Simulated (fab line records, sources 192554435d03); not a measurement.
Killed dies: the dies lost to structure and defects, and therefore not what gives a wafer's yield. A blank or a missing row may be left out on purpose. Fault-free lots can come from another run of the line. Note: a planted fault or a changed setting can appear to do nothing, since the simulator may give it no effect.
3 desks, one fault	flow n5 finfet	only its own numbers are on each desk; what lay behind them is given at the end
Where a reading is given only as a bound, like >300, the bound stands for it, and a mean or a difference that rests on one is marked > or <: the true number lies beyond.

== AT THE METROLOGY DESK ==
What the gauges read for every lot (on any tool): the sampled wafers with a number, averaged. Any lot whose mean is over 4 standard deviations away from the usual mean is out of limits and marked OUT; that distance is given in the brackets.
Columns: A = cd nm at N5_MIM_BOT_LITHO_CD_MEAS_08, usual 3000.1 nm
lot	first seen here	A
L260	day 13 00:37	3000.3
L261	day 13 07:08	2995.9
L263	day 13 17:48	2998.8
L262	day 13 20:19	2997.2
L268	day 15 11:49	2998.6
L269	day 15 16:30	2999.0
L271	day 15 20:09	3001.5
L276	day 17 23:21	3001.9
L278	day 18 09:56	3000.2
L277	day 19 05:21	2999.3
This desk found nothing out of limits on any of the 10 lots.

== DESK OF THE TOOL OWNER: rie metal-01 ==
The tool's own readings at N5_MIM_BOT_ETCH_ETCH_00 (etches TiN in Cl2/BCl3, target depth 45.5 nm): means of the sampled wafers that have a number, for each lot that ran on this tool. Any lot whose mean is over 4 standard deviations away from the usual mean is out of limits and marked OUT; that distance is given in the brackets.
Columns: A = drypump motor current A at N5_MIM_BOT_ETCH_ETCH_00, usual 5.6 A; B = mfc cl2 sccm at N5_MIM_BOT_ETCH_ETCH_00, usual 53.27 sccm; C = oes product au at N5_MIM_BOT_ETCH_ETCH_00, usual 0.83 a.u.; D = throttle valve pct at N5_MIM_BOT_ETCH_ETCH_00, usual 22.13 %
lot	first seen here	A	B	C	D
L263	day 13 18:10	5.8	53.01	0.87	22.24
L262	day 13 20:43	5.4	53.39	0.86	22.25
L268	day 15 12:08	5.4	53.24	0.85	22.24
L269	day 15 17:05	5.7	53.24	0.86	22.25
L277	day 19 05:41	5.4	53.28	0.82	22.26
This desk found nothing out of limits on any of the 5 lots.

== THE DEFECT DESK ==
Counts from the inspections along the route, per lot, as means over the sampled wafers that have a number. Any lot whose mean is over 4 standard deviations away from the usual mean is out of limits and marked OUT; that distance is given in the brackets.
Columns: A = raw defect count at N5_PASSIVATION_INSPECT_61, usual 2.2
lot	first seen here	A
L260	day 13 04:25	2.7
L261	day 13 08:37	2.0
L263	day 13 19:29	3.7
L262	day 13 22:30	2.0
L268	day 15 14:06	>100 (>+70) OUT
L269	day 15 21:29	>201 (+99 or more) OUT
L271	day 15 23:07	0.7
L276	day 18 00:50	2.3
L278	day 18 11:49	2.3
L277	day 19 11:26	2.7
This desk's verdict: out of limits on L268, L269, starting with L268 at day 15 14:06 (raw defect count at N5_PASSIVATION_INSPECT_61). L260, L261, L263, L262, L271, L276, L278, L277 stayed within limits.

== PUT TOGETHER ==
The defect desk could have raised an alarm at day 15 14:06, on L268, L269.
The metrology desk saw nothing out of limits.
The tool owner's desk saw nothing out of limits.
The metrology desk holds a record of L268, L269, inside its limits.
Tool owner's desk: L268, L269 on record, inside its limits.
Every lot named ran N5_MIM_BOT_ETCH_ETCH_00 on rie metal-01.

== WHAT THE SIMULATOR HAD INSERTED ==
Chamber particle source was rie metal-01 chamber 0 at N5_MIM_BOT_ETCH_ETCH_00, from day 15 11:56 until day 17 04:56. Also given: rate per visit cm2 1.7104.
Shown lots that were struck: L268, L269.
Hours from the fault's start to each desk's first reading out of limits: the defect desk, 2.
